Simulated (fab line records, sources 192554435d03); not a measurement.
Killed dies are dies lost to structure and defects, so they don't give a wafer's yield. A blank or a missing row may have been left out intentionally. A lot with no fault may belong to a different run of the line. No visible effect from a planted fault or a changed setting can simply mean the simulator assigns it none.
Which tool did it? | flow n5 finfet | Sampling: 22 lots, 66 wafers, 2 of 1938 route steps

WHAT THE GAUGES READ, wafer by wafer
N5_FIN_CUT_INSPECT_17: inspects for defects (brightfield).
lot  | measured    | on                | raw defect count
L074 | day 2 03:38 | defect inspect-02 | 255 285 283
L076 | day 2 16:14 | defect inspect-01 | 276 168 246
L077 | day 2 22:10 | defect inspect-01 | 207 186 192
L078 | day 3 03:36 | defect inspect-02 | 216 285 215
L079 | day 3 09:43 | defect inspect-01 | 179 331 317
L080 | day 3 15:52 | defect inspect-02 | 273 205 256
L081 | day 3 21:40 | defect inspect-01 | 202 183 126
L082 | day 4 03:54 | defect inspect-01 | 254 222 297
L083 | day 4 09:58 | defect inspect-02 | 147 188 145
L084 | day 4 16:32 | defect inspect-02 | 271 212 281
L085 | day 5 01:04 | defect inspect-02 | 219 178 239
L086 | day 5 05:33 | defect inspect-01 | 473 266 434
L087 | day 5 12:50 | defect inspect-01 | 191 173 215
L088 | day 5 20:53 | defect inspect-02 | 321 161 208
L089 | day 5 23:52 | defect inspect-02 | 267 295 198
L090 | day 6 03:26 | defect inspect-01 | 335 256 294
L091 | day 6 09:44 | defect inspect-02 | 301 341 449
L093 | day 6 21:51 | defect inspect-02 | 233 176 201
L094 | day 7 04:52 | defect inspect-02 | 260 260 240
L095 | day 7 09:57 | defect inspect-01 | 439 232 273
L096 | day 7 15:46 | defect inspect-01 | 223 196 232
L097 | day 7 22:35 | defect inspect-02 | 172 235 165

TOOL THAT RAN EACH LOT (tool first, then ch and the chambers of the sampled wafers, then the start)
lot  | N5_FIN_CUT_STRIP_24
L074 | rie diel-03 ch 0,3, day 2 03:08
L076 | rie diel-01 ch 1,2,3, day 2 15:44
L077 | rie diel-04 ch 0,1,3, day 2 21:37
L078 | rie diel-01 ch 0,1,2, day 3 03:06
L079 | rie diel-04 ch 0,1, day 3 09:13
L080 | rie diel-03 ch 1,2,3, day 3 15:23
L081 | rie diel-04 ch 0,2,3, day 3 21:05
L082 | rie diel-01 ch 0,1,3, day 4 03:24
L083 | rie diel-01 ch 1,2, day 4 09:28
L084 | rie diel-03 ch 0,1, day 4 16:02
L085 | rie diel-04 ch 0,2,3, day 4 23:49
L086 | rie diel-04 ch 0,1,2, day 5 04:55
L087 | rie diel-03 ch 0,2,3, day 5 12:21
L088 | rie diel-03 ch 2,3, day 5 20:09
L089 | rie diel-01 ch 0,1, day 5 23:22
L090 | rie diel-04 ch 2,3, day 6 02:56
L091 | rie diel-01 ch 0,2,3, day 6 09:14
L093 | rie diel-01 ch 0,2, day 6 21:11
L094 | rie diel-01 ch 2,3, day 7 04:22
L095 | rie diel-03 ch 1,2, day 7 09:22
L096 | rie diel-03 ch 0,2, day 7 15:16
L097 | rie diel-01 ch 1,2,3, day 7 22:06
- N5_FIN_CUT_STRIP_24: strips in CF4.

AS READ BY THE TOOLS THEMSELVES (means over the sampled wafers that have a number; for cases with no such wafer, the mark the record gives instead)
N5_FIN_CUT_STRIP_24.
lot  | tool        | bias power w (W) | chamber pressure mTorr (mTorr) | drypump motor current A (A) | oes product au (a.u.) | rf vpp V (V) | showerhead plenum p Torr (Torr) | throttle valve pct (%)
L074 | rie diel-03 | 74.97            | 50.03                          | 5.39                        | 0.79                  | 268.6        | 1.70                            | 13.58
L076 | rie diel-01 | 75.11            | 50.04                          | 5.73                        | 0.79                  | 271.4        | 1.79                            | 13.41
L077 | rie diel-04 | 74.82            | 50.02                          | 5.43                        | 0.76                  | 270.1        | 1.75                            | 13.53
L078 | rie diel-01 | 75.21            | 50.01                          | 5.79                        | 0.81                  | 271.9        | 1.84                            | 13.22
L079 | rie diel-04 | 75.02            | 49.97                          | 5.15                        | 0.72                  | 270.1        | 1.76                            | 13.64
L080 | rie diel-03 | 75.13            | 50.05                          | 5.60                        | 0.83                  | 269.2        | 1.72                            | 13.40
L081 | rie diel-04 | 75.12            | 49.98                          | 5.67                        | 0.76                  | 269.5        | 1.73                            | 13.41
L082 | rie diel-01 | 75.04            | 50.01                          | 5.72                        | 0.79                  | 271.1        | 1.79                            | 13.40
L083 | rie diel-01 | 74.84            | 50.00                          | 5.81                        | 0.79                  | 272.1        | 1.83                            | 13.26
L084 | rie diel-03 | 75.02            | 49.96                          | 5.67                        | 0.83                  | 269.0        | 1.71                            | 13.46
L085 | rie diel-04 | 75.03            | 50.03                          | 5.69                        | 0.75                  | 269.1        | 1.72                            | 13.43
L086 | rie diel-04 | 75.22            | 49.98                          | 5.37                        | 0.74                  | 269.0        | 1.72                            | 13.62
L087 | rie diel-03 | 74.99            | 49.98                          | 5.37                        | 0.76                  | 268.5        | 1.69                            | 13.55
L088 | rie diel-03 | 75.10            | 50.04                          | 5.37                        | 0.76                  | 269.1        | 1.68                            | 13.48
L089 | rie diel-01 | 74.84            | 49.97                          | 5.80                        | 0.80                  | 272.2        | 1.84                            | 13.26
L090 | rie diel-04 | 75.13            | 49.96                          | 5.94                        | 0.78                  | 269.8        | 1.71                            | 13.34
L091 | rie diel-01 | 74.92            | 49.95                          | 5.66                        | 0.79                  | 269.7        | 1.76                            | 13.38
L093 | rie diel-01 | 75.05            | 50.00                          | 5.71                        | 0.80                  | 271.7        | 1.81                            | 13.24
L094 | rie diel-01 | 74.77            | 50.03                          | 5.61                        | 0.77                  | 269.2        | 1.71                            | 13.58
L095 | rie diel-03 | 74.99            | 49.98                          | 5.64                        | 0.82                  | 268.4        | 1.69                            | 13.35
L096 | rie diel-03 | 75.14            | 49.93                          | 5.42                        | 0.77                  | 267.8        | 1.66                            | 13.47
L097 | rie diel-01 | 74.91            | 50.00                          | 5.74                        | 0.76                  | 270.9        | 1.78                            | 13.48

THE ANSWER, worked out from the rows above alone
Rule: what is usual is taken from the lots themselves. The widest of any qualifying gaps counts: lots, ordered by their means at a reading, are off when they make up no more than a third of the lots, leave a main group of 4 or more, and stand apart from it by 3 or more times the standard deviation of that group's means. Not used: any main group whose means are identical at the precision the tables above print for the reading. A lot without any number at a reading at which 4 lots or more have one is off too. The other lots that the step has rows for count as sound. After the gauges, taken in route order, come the tools' own readings; for these a lot's mean is taken, as printed above. At the first step where some lot is off, the reading lying furthest off is the one used; lots without a number count as furthest.
Across all readings shown, no lot is off: no conclusion can be drawn from this.

WHAT THE SIMULATOR PUT IN
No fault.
